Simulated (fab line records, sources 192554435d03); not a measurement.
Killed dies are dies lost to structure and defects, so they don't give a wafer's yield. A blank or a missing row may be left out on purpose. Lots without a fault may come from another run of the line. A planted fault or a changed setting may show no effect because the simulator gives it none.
A struck lot beside a sound one | flow n5_finfet | 40 steps out of a route of 1938
Sound: wafers L769.1, L769.2, L769.3. Struck: wafer L772.2. (L772.1, L772.3 of the same lot were not struck and are left out.) The cause comes at the end.
At each step with rows: each side's tool, then ch and its chambers, then its first start. Under that, the readings that differ: sound wafers | struck wafers | difference of the means | sigmas: that difference in standard deviations of wafers without a fault.
alike: readings whose means differ by less than 2 such deviations, and words and numbers that are the same on both sides. not compared: withheld readings, readings that some wafer has no value for, bounds like >300 that may hide the same value, and numbers for which the record gives no deviation and whose values overlap.
The two part at a step that has a row with sigmas, a row that says differs or no value, or rows on one side only. Numbers that don't overlap but have no deviation are shown without sigmas and don't part them. A reading that every wafer of one side lacks parts them only if that side has two wafers or more.

first, 9 steps without rows for these wafers: N5_FIN_SAQP_EXPOSE_13 (exposes mask FIN CORE, target cd 35.6 nm); N5_FIN_SAQP_PEB_14 (peb time 60 s); N5_FIN_SAQP_DEVELOP_15 (develop time 30 s); N5_FIN_SAQP_DESCUM_21 (chemistry O2, time 7.9 s); N5_FIN_SAQP_ETCH_51 (etches SiARC in CF4, target depth 45.5 nm, time 75.8 s); N5_FIN_SAQP_ETCH_52 (etches SOC in N2/H2, target depth 100 nm, overetch 20 nm, time 150 s); N5_FIN_SAQP_STRIP_53 (strips in N2/H2); N5_FIN_SAQP_HM_OPEN_73 (chemistry CHF3/O2, target SiO2, stops on a-Si, target depth 12 nm, time 16.8 s); N5_FIN_SAQP_STRIP_74 (strips in CHF3/O2).
N5_FIN_SAQP_MANDREL_ETCH_22: etches a-Si in HBr/Cl2, stops on SiNx, target depth 60 nm, bt time 10 s, time 30 s.
  sound on rie_si-01 ch 0,1,3, day 2 10:40; struck on rie_si-01 ch 0, day 3 04:33
  alike: drypump_motor_current_A, oes_product_au, throttle_valve_pct
  not compared: rf_hours_counter_h
then, 25 steps without rows for these wafers: N5_FIN_SAQP_STRIP_55 (strips in N2/H2); N5_FIN_SAQP_STRIP_23 (strips in SPM, time 750 s); N5_FIN_SAQP_SRD_66 (time 30 s); N5_FIN_SAQP_RECESS_75 (chemistry HF/NH3, target SiO2, target depth 14.4 nm, afs cycles 3, sublimation time 60 s); N5_FIN_SAQP_SPACER1_ALD_24 (deposits SiO2, target thk 20.3 nm, pulse time 1 s, purge time 2 s); N5_FIN_SAQP_SPACER1_ETCHBACK_25 (etches SiO2 in CHF3/O2, target depth 24.4 nm, time 12.2 s); N5_FIN_SAQP_MANDREL1_REMOVE_56 (chemistry HBr/Cl2/O2, target a-Si, stops on SiNx, bt time 10 s); N5_FIN_SAQP_ETCH_57 (etches SiNx in CH3F/O2, target depth 32.5 nm, time 46.4 s); N5_FIN_SAQP_ETCH_65 (etches SiO2 in CF4, target depth 4 nm, time 4.4 s); N5_FIN_SAQP_MANDREL_ETCH_58 (etches a-Si in HBr/Cl2, stops on SiNx, target depth 45 nm, bt time 10 s, time 27 s); N5_FIN_SAQP_RECESS_63 (chemistry HF/NH3, target SiO2, target depth 18 nm, afs cycles 3, sublimation time 60 s); N5_FIN_SAQP_COAT_68 (time 60 s, resist thk 100 nm); N5_FIN_SAQP_ETCH_69 (etches SOC in N2/H2, stops on SiNx, target depth 150 nm); N5_FIN_SAQP_ETCH_67 (etches SiNx in CH3F/O2, target depth 30 nm); N5_FIN_SAQP_STRIP_70 (strips in N2/H2); N5_FIN_SAQP_RECESS_71 (chemistry HF/NH3, target SiO2, target depth 3 nm, afs cycles 1, sublimation time 60 s); N5_FIN_SAQP_SPACER2_ALD_28 (deposits SiO2, target thk 8.1 nm, pulse time 1 s, purge time 2 s); N5_FIN_SAQP_SPACER2_ETCHBACK_29 (etches SiO2 in CHF3/O2, target depth 12.2 nm, time 6.1 s); N5_FIN_SAQP_MANDREL2_REMOVE_60 (chemistry HBr/Cl2/O2, target a-Si, stops on SiNx, bt time 10 s); N5_FIN_SAQP_HM_OPEN_33 (chemistry CH3F/O2, target SiNx, target depth 49.4 nm, time 70.6 s); N5_FIN_SAQP_ETCH_34 (etches SiO2 in C4F6/O2, target depth 45 nm, time 15 s); N5_FIN_SAQP_STRIP_77 (strips in N2/H2, time 90 s); N5_FIN_SAQP_ETCH_64 (etches SiO2 in CF4, target depth 1.5 nm); N5_FIN_SAQP_FIN_ETCH_36 (etches the open film in HBr/Cl2/O2, target depth 120 nm, time 50.4 s); N5_FIN_SAQP_PRECLEAN_38 (cleans in O3/DIW, time 45 s).
N5_FIN_SAQP_INSPECT_40: inspects for defects (brightfield).
  sound on defect_inspect-01, day 2 16:25; struck on defect_inspect-01, day 3 09:19
  reading          | sound       | struck | difference | sigmas
  raw_defect_count | 153 163 240 | 578    | +393       | +6
N5_FIN_CUT_INSPECT_10: inspects for defects (brightfield).
  sound on defect_inspect-02, day 2 16:56; struck on defect_inspect-01, day 3 09:42
  reading          | sound    | struck | difference | sigmas
  raw_defect_count | 29 35 46 | 377    | +340       | +28
N5_FIN_CUT_INSPECT_17: inspects for defects (brightfield).
  sound on defect_inspect-02, day 2 17:53; struck on defect_inspect-02, day 3 10:39
  reading          | sound       | struck | difference | sigmas
  raw_defect_count | 170 194 285 | 603    | +387       | +6
-- the record jumps here: 6 days lie between the struck wafers' starts before and after (it left off in module FIN_CUT and takes up again in module BEOL_M4, whose first step shown is number 1111 of the route) --
N5_BEOL_M4_RC_MEAS_101:
  sound on prober-02 ch 0, day 8 11:58; struck on prober-01 ch 0, day 9 03:22
  alike: DIBL_N, DIBL_P, IOFF_N, IOFF_P, ION_N, ION_P, SS_N, SS_P, VT_N, VT_P
-- the record jumps here: 4 days lie between the struck wafers' starts before and after (it left off in module BEOL_M4 and takes up again in module PASSIVATION, whose first step shown is number 1936 of the route) --
N5_PASSIVATION_PROBE_49:
  the record has rows for the struck wafers here (prober-01, day 13 02:34) and none for the sound ones

WHERE THEY PART
First at N5_FIN_SAQP_INSPECT_40; last, within this record, at N5_PASSIVATION_PROBE_49.

WHY: what the simulator had put in
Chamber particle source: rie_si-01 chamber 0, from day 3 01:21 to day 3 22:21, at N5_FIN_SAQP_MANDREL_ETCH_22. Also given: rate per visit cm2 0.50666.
